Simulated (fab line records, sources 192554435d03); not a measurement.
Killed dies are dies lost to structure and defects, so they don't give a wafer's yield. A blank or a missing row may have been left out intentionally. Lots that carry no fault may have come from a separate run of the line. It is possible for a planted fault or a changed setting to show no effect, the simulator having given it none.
Chamber matching	flow n5_finfet	thermal_cvd_si-02 running N5_HKMG_FIN_CVD_62: 3 sister chambers
The step deposits a-Si from Si2H6, target thk 3 nm, time 20.8 s. 3 wafers are shown with their chamber, then 12 later ones without.

## WAFERS WITH THEIR CHAMBER
wafer	chamber	heater_power_w (W)
L089.1	1	1456
L089.3	2	1378
L089.5	0	1352

## WAFERS WITH NO CHAMBER GIVEN
wafer	heater_power_w (W)
L091.1	1365
L091.3	1451
L091.5	1373
L093.1	1372
L093.3	1353
L093.4	1476
L095.2	1365
L095.3	1472
L095.5	1425
L097.2	1433
L097.3	1382
L097.6	1469

## EACH ONE'S CHAMBER
wafer	from the rows above	in truth
L091.1	can't be placed: 0 or 2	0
L091.3	1	1
L091.5	can't be placed: 2 or 0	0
L093.1	can't be placed: 2 or 0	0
L093.3	can't be placed: 0 or 2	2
L093.4	1	1
L095.2	can't be placed: 0 or 2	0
L095.3	1	1
L095.5	can't be placed: 1 or 2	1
L097.2	1	1
L097.3	can't be placed: 2 or 0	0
L097.6	1	1
Correct placement for 5 of the 12. Cannot be placed on the basis of these rows: 7; the candidates contain the true chamber in 7. Number placed wrongly: 0.
How it was worked out, from the rows above alone: a wafer's distance from a chamber is the root of the sum, over the readings, of the square of ((its reading less the chamber's mean) divided by the reading's scatter). The wafer belongs to the nearest chamber; if the next one is less than 2 further off, it can't be placed. The mean given for a chamber averages the wafers shown for that chamber. The scatter: root of mean squared gap, hidden wafer to nearest shown wafer, with one shown wafer a chamber.
